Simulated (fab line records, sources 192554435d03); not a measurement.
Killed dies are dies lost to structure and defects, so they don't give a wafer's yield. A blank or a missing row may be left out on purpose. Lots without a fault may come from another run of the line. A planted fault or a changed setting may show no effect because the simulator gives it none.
One fault seen from 2 desks | flow n5_finfet | each desk has only its own numbers; what lay behind them comes last

THE TOOL OWNER'S DESK: pvd_sputter-02
The tool's own readings at N5_BEOL_M12_SPUTTER_43 (material TaN, target thk 15 nm, time 24.19 s): means of the sampled wafers that have a number, for each lot that ran on this tool. A lot is out of limits, marked OUT, if its mean lies more than 4 standard deviations from the usual mean; the brackets give that distance.
Columns: A = bias_v at N5_BEOL_M12_SPUTTER_43, usual 168.6 V; B = cathode_dc_power_W at N5_BEOL_M12_SPUTTER_43, usual 15000 W; C = throttle_valve_pct at N5_BEOL_M12_SPUTTER_43, usual 30.2 %
lot  | first seen here | A     | B     | C
L374 | day 11 10:55    | 168.3 | 14999 | 31.0
L380 | day 13 07:55    | 168.5 | 15002 | 30.1
L384 | day 14 21:13    | 168.5 | 15002 | 30.7
L396 | day 17 15:40    | 169.5 | 15000 | 30.9
This desk's finding: nothing out of limits on any of the 4 lots.

THE METROLOGY DESK
What the gauges read, lot by lot, whatever tool the lot ran on: means of the sampled wafers that have a number. A lot is out of limits, marked OUT, if its mean lies more than 4 standard deviations from the usual mean; the brackets give that distance. Of its 12 readings 7 are shown: those that lie furthest out on some lot.
Columns: A = DIBL_N at N5_BEOL_M4_RC_MEAS_101, usual 36.0 mV/V; B = IOFF_N at N5_BEOL_M4_RC_MEAS_101, usual 0.16 nA/um; C = ION_N at N5_BEOL_M4_RC_MEAS_101, usual 675 uA/um; D = SS_P at N5_BEOL_M4_RC_MEAS_101, usual 73.3 mV/dec; E = VT_N at N5_BEOL_M4_RC_MEAS_101, usual 250 mV; F = M12_THK at N5_BEOL_M12_THK_MEAS_50, usual 316 nm; G = M12_RS at N5_BEOL_M12_RS_MEAS_54, usual 0.0602 ohm/sq
lot  | first seen here | A    | B    | C   | D    | E   | F   | G
L374 | day 8 10:36     | 37.3 | 0.20 | 686 | 73.8 | 246 | 314 | 0.0603
L375 | day 8 20:47     | 34.2 | 0.13 | 665 | 73.2 | 251 | 317 | 0.0601
L380 | day 10 01:41    | 37.6 | 0.22 | 690 | 73.8 | 244 | 311 | 0.0607
L384 | day 11 02:45    | 40.3 | 0.19 | 695 | 74.4 | 248 | 318 | 0.0600
L389 | day 12 05:36    | 37.6 | 0.18 | 690 | 73.3 | 247 | 310 | 0.0611
L392 | day 12 11:17    | 36.3 | 0.18 | 679 | 73.5 | 249 | 331 | 0.0573
L390 | day 12 15:52    | 34.0 | 0.12 | 662 | 72.9 | 255 | 330 | 0.0576
L395 | day 13 23:46    | 37.0 | 0.19 | 685 | 73.1 | 247 | 318 | 0.0606
L396 | day 14 05:08    | 35.0 | 0.14 | 669 | 73.1 | 252 | 309 | 0.0607
This desk's finding: nothing out of limits on any of the 9 lots.

PUT TOGETHER
The tool owner's desk saw nothing out of limits.
The metrology desk saw nothing out of limits.

WHAT THE SIMULATOR HAD PUT IN
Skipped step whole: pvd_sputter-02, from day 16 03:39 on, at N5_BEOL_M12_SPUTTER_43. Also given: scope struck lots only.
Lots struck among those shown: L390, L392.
